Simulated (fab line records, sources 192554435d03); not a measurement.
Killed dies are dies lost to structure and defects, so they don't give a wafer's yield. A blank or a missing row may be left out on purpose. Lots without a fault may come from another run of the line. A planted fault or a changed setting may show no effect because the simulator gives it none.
One fault seen from 2 desks | flow n5_finfet | each desk has only its own numbers; what lay behind them comes last

THE METROLOGY DESK
What the gauges read, lot by lot, whatever tool the lot ran on: means of the sampled wafers that have a number. A lot is out of limits, marked OUT, if its mean lies more than 4 standard deviations from the usual mean; the brackets give that distance. Of its 10 readings 7 are shown: those that lie furthest out on some lot.
Columns: A = DIBL_P at N5_BEOL_M4_RC_MEAS_101, usual 35.7 mV/V; B = IOFF_N at N5_BEOL_M4_RC_MEAS_101, usual 0.155 nA/um; C = IOFF_P at N5_BEOL_M4_RC_MEAS_101, usual 0.20 nA/um; D = ION_P at N5_BEOL_M4_RC_MEAS_101, usual 462 uA/um; E = SS_N at N5_BEOL_M4_RC_MEAS_101, usual 71.3 mV/dec; F = VT_N at N5_BEOL_M4_RC_MEAS_101, usual 250 mV; G = VT_P at N5_BEOL_M4_RC_MEAS_101, usual -251 mV
lot  | first seen here | A    | B     | C    | D   | E    | F   | G
L420 | day 8 07:52     | 35.8 | 0.155 | 0.21 | 460 | 71.5 | 251 | -251
L421 | day 8 17:17     | 37.3 | 0.185 | 0.23 | 469 | 71.6 | 246 | -248
L422 | day 9 02:08     | 34.8 | 0.156 | 0.21 | 465 | 71.2 | 248 | -249
L432 | day 11 12:53    | 35.3 | 0.161 | 0.22 | 473 | 71.1 | 248 | -248
L435 | day 11 20:23    | 37.3 | 0.162 | 0.22 | 459 | 71.7 | 251 | -249
L437 | day 12 03:52    | 37.0 | 0.170 | 0.22 | 467 | 71.2 | 246 | -249
L438 | day 13 05:15    | 34.8 | 0.130 | 0.15 | 454 | 71.6 | 251 | -257
L440 | day 13 17:22    | 35.5 | 0.144 | 0.19 | 457 | 71.1 | 251 | -254
L442 | day 14 00:10    | 38.7 | 0.167 | 0.21 | 462 | 71.1 | 248 | -252
L443 | day 14 08:04    | 38.2 | 0.174 | 0.21 | 463 | 72.1 | 247 | -251
This desk's finding: nothing out of limits on any of the 10 lots.

THE DEFECT DESK
What the inspections along the route counted, lot by lot: means of the sampled wafers that have a number. A lot is out of limits, marked OUT, if its mean lies more than 4 standard deviations from the usual mean; the brackets give that distance.
Columns: A = raw_defect_count at N5_BEOL_M0_INSPECT_127, usual 77; B = raw_defect_count at N5_BEOL_M1_INSPECT_13, usual 438
lot  | first seen here | A             | B
L420 | day 6 00:23     | 108           | 464
L421 | day 6 08:01     | 40            | 372
L422 | day 6 22:19     | 88            | 521
L432 | day 9 11:19     | 389 (+13) OUT | 827 (+4.2) OUT
L435 | day 9 20:44     | 408 (+14) OUT | 724
L437 | day 10 02:57    | 60            | 355
L438 | day 10 17:17    | 71            | 406
L440 | day 11 10:49    | 83            | 491
L442 | day 11 17:16    | 90            | 362
L443 | day 12 00:54    | 78            | 442
This desk's finding: out of limits on L432, L435; first on L432, day 9 11:19 (raw_defect_count at N5_BEOL_M0_INSPECT_127). In limits: L420, L421, L422, L437, L438, L440, L442, L443.

PUT TOGETHER
The defect desk could have raised an alarm at day 9 11:19, on L432, L435.
The metrology desk saw nothing out of limits.
The metrology desk has L432, L435 on record, within its limits.
Of the lots named, all ran N5_BEOL_M0_PRE_CLEAN_124 on pecvd-03.

WHAT THE SIMULATOR HAD PUT IN
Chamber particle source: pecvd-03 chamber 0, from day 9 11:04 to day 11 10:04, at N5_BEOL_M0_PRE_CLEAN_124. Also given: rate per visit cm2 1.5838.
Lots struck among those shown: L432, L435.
Hours from the fault's start to each desk's first reading out of limits: the defect desk, 0.
